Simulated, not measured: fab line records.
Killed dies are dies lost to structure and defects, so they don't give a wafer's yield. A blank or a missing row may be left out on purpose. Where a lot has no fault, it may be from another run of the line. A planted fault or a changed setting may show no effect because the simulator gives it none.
A lot that was struck, set against a sound lot	flow n5 finfet	44 out of 1938 route steps
Sound: the wafers L241.4, L241.5, L241.6. Struck: wafer L249.3 (left out: L249.4, a lot-mate that was not struck); the cause follows at the end.
At each step with rows: each side's tool, then ch and its chambers, then its first start. Under that, the readings that differ: sound wafers	struck wafers	difference of the means	sigmas: that difference in standard deviations of wafers without a fault.
alike: a reading whose means differ by less than 2 such deviations, as well as words and numbers matching on both sides. not compared: withheld readings; readings where some wafer has no value; bounds like >300 that might hide an equal value; numbers whose values overlap and for which the record gives no deviation.
The two part at a step that has a row with sigmas, a row that says differs or no value, or rows on one side only. Numbers that have no deviation but don't overlap get no sigmas and don't part them. A reading missing from all wafers of one side parts the sides only when that side holds two or more wafers.

N5_STI_FIN_REVEAL_ALD_14: deposits Si3N4, target thk 3 nm.
  sound on ald sin-04 ch 0,1,2, day 5 01:17; struck on ald sin-02 ch 2, day 6 22:29
  alike: heater power w
then, 3 steps without rows for these wafers: N5_STI_FIN_REVEAL_FCVD_FILL_01 (material SiO2 flowable, target thk 312 nm, time 512.2 s); N5_STI_FIN_REVEAL_DENSIFY_02 (time 1800 s); N5_STI_FIN_REVEAL_CMP_04 (polishes, stops on Si3N4, t overpolish 4 s, target thk 131.83 nm).
N5_STI_FIN_REVEAL_THK_MEAS_05:
  sound: film metro-01 at day 5 06:38; struck: film metro-01 at day 7 03:50
reading	sound	struck	difference	sigmas
thk nm (nm)	133.4 132.4 133.9	130.2	-3.0	-3
N5_STI_FIN_REVEAL_DENSIFY_30:
  sound on rtp anneal-02 ch 0, day 5 06:47; struck on rtp anneal-02 ch 0, day 7 03:55
  alike: lamp power pct, lamp_zone_4_pct
  not compared: wafer_temp_C_max
then, 1 step without rows for these wafers: N5_STI_FIN_REVEAL_ETCHBACK_08 (etches SiO2 in C4F6/O2, target depth 30.5 nm, time 10.167 s).
N5_STI_FIN_REVEAL_STRIP_24: strips in N2/H2, time 90 s.
  sound on rie diel-05 ch 1,2, day 5 06:59; struck on rie diel-03 ch 2, day 7 04:06
reading	sound	struck	difference	sigmas
showerhead plenum p Torr (Torr)	3.49 3.49 3.37	3.26	-0.19	-2
  alike: drypump motor current A, oes product au, rf vpp V, throttle valve pct
  not compared: rf hours counter h
then, 4 steps without rows for these wafers: N5_STI_FIN_REVEAL_PRECLEAN_25 (cleans in SPM, time 90 s); N5_STI_FIN_REVEAL_PRECLEAN_26 (cleans in SC1, time 45 s); N5_STI_FIN_REVEAL_PRECLEAN_29 (cleans in DHF, time 30 s); N5_STI_FIN_REVEAL_SRD_12 (time 30 s).
N5_STI_FIN_REVEAL_RECESS_09: chemistry HF/NH3, target SiO2, afs cycles 11, target depth 42.5 nm, sublimation time 60 s.
  sound on vapor etch-02 ch 0,1, day 5 07:44; struck on vapor etch-02 ch 1, day 7 04:51
  alike: drypump motor current A
then, 3 steps without rows for these wafers: N5_STI_FIN_REVEAL_STRIP_16 (strips SiNx in H3PO4, target depth 23.8 nm); N5_STI_FIN_REVEAL_PRECLEAN_17 (cleans in NF3:NH3, afs cycles 1, time 20 s, sublimation time 60 s); N5_STI_FIN_REVEAL_ETCH_34 (etches Si in H2, material Si, target depth 0.97 nm).
N5_STI_FIN_REVEAL_OXIDATION_31: chemistry O2 PLASMA REMOTE, time 20 s.
  sound on plasma asher-02 ch 0,1, day 5 09:22; struck on plasma asher-01 ch 1, day 7 06:29
  alike: drypump motor current A, heater power w
  not compared: rf hours counter h
then, 6 steps without rows for these wafers: N5_STI_FIN_REVEAL_PRECLEAN_32 (cleans in NF3:NH3, afs cycles 1, time 20 s, sublimation time 60 s); N5_STI_FIN_REVEAL_STRIP_35 (strips Si3N4 in H3PO4, target depth 4 nm, time 39 s); N5_STI_FIN_REVEAL_SRD_21 (time 30 s); N5_STI_FIN_REVEAL_OXIDATION_33 (chemistry O2 PLASMA REMOTE, time 20 s); N5_STI_FIN_REVEAL_CLEAN_19 (cleans in O3/DIW, time 120 s); N5_STI_FIN_REVEAL_SRD_23 (time 30 s).
N5_STI_FIN_REVEAL_CD_MEAS_22: target cd 6.238 nm, pitch 28 nm.
  sound: cd sem-01 at day 5 09:52; struck: cd sem-01 at day 7 06:59
reading	sound	struck	difference	sigmas
cd nm (nm)	6.44 6.44 6.13	5.75	-0.59	-2
N5_STI_FIN_REVEAL_FIN_H_MEAS_10:
  sound: ocd-01 at day 5 09:54; struck: ocd-02 at day 7 07:01
reading	sound	struck	difference	sigmas
trench depth nm (nm)	51.9 53.5 52.3	57.2	+4.6	+6
then, 2 steps without rows for these wafers: N5_STI_FIN_REVEAL_PRECLEAN_18 (cleans in SC2, time 45 s); N5_STI_FIN_REVEAL_SRD_28 (time 30 s).
N5_STI_FIN_REVEAL_INSPECT_13: inspects for defects (darkfield).
  sound: defect inspect-01 at day 5 09:59; struck: defect inspect-02 at day 7 07:07
  alike: raw defect count
then, 2 steps without rows for these wafers: N5_DUMMY_GATE_PRECLEAN_00 (cleans in O3/DIW, time 60 s); N5_DUMMY_GATE_SRD_01 (time 30 s).
N5_DUMMY_GATE_ALD_02: deposits SiO2, target thk 2 nm, pulse time 1 s.
  sound on ald sin-02 ch 0,2,3, day 5 10:07; struck on ald sin-01 ch 3, day 7 07:13
  alike: heater power w, precursor pulse height rel
then, 4 steps without rows for these wafers: N5_DUMMY_GATE_CVD_03 (deposits a-Si from SiH4, target thk 150 nm, time 8042 s); N5_DUMMY_GATE_PRECLEAN_46 (cleans in DIW, time 89.5 s); N5_DUMMY_GATE_SRD_47 (dry time 32 s); N5_DUMMY_GATE_CMP_04 (polishes a-Si).
N5_DUMMY_GATE_THK_MEAS_05:
  sound: film metro-02 at day 5 14:14; struck: film metro-01 at day 7 11:29
  alike: thk nm
then, 6 steps without rows for these wafers: N5_DUMMY_GATE_HM_DEP_06 (deposits SiNx from DCS/NH3, target thk 80 nm, time 5141 s); N5_DUMMY_GATE_PECVD_30 (deposits SiO2 from TEOS/O2, target thk 55 nm, time 10.8 s); N5_DUMMY_GATE_COAT_34 (time 60 s, resist thk 60 nm); N5_DUMMY_GATE_COAT_35 (time 60 s, resist thk 10 nm); N5_DUMMY_GATE_COAT_28 (time 60 s, resist thk 10 nm); N5_DUMMY_GATE_COAT_09 (resist thk 30 nm).
-- the record jumps here: 5 days lie between the struck wafers' starts before and after (it left off in module DUMMY_GATE and takes up again in module BEOL_M4, whose first step shown is number 1111 of the route) --
N5_BEOL_M4_RC_MEAS_101:
  sound on prober-01 ch 0, day 10 16:01; struck on prober-02 ch 0, day 12 10:04
  alike: DIBL_N, DIBL_P, IOFF_N, IOFF_P, ION_N, ION_P, SS_N, SS_P, VT_N, VT_P
after that, 1 step had no rows for these wafers: N5_PASSIVATION_PROBE_49.

WHERE THEY PART
Earliest at N5_STI_FIN_REVEAL_THK_MEAS_05; latest, in this record, at N5_STI_FIN_REVEAL_FIN_H_MEAS_10. Later steps at which nothing parts them and some readings are alike: N5_STI_FIN_REVEAL_INSPECT_13, N5_DUMMY_GATE_ALD_02, N5_DUMMY_GATE_THK_MEAS_05, N5_BEOL_M4_RC_MEAS_101.

WHY: what the simulator had put in
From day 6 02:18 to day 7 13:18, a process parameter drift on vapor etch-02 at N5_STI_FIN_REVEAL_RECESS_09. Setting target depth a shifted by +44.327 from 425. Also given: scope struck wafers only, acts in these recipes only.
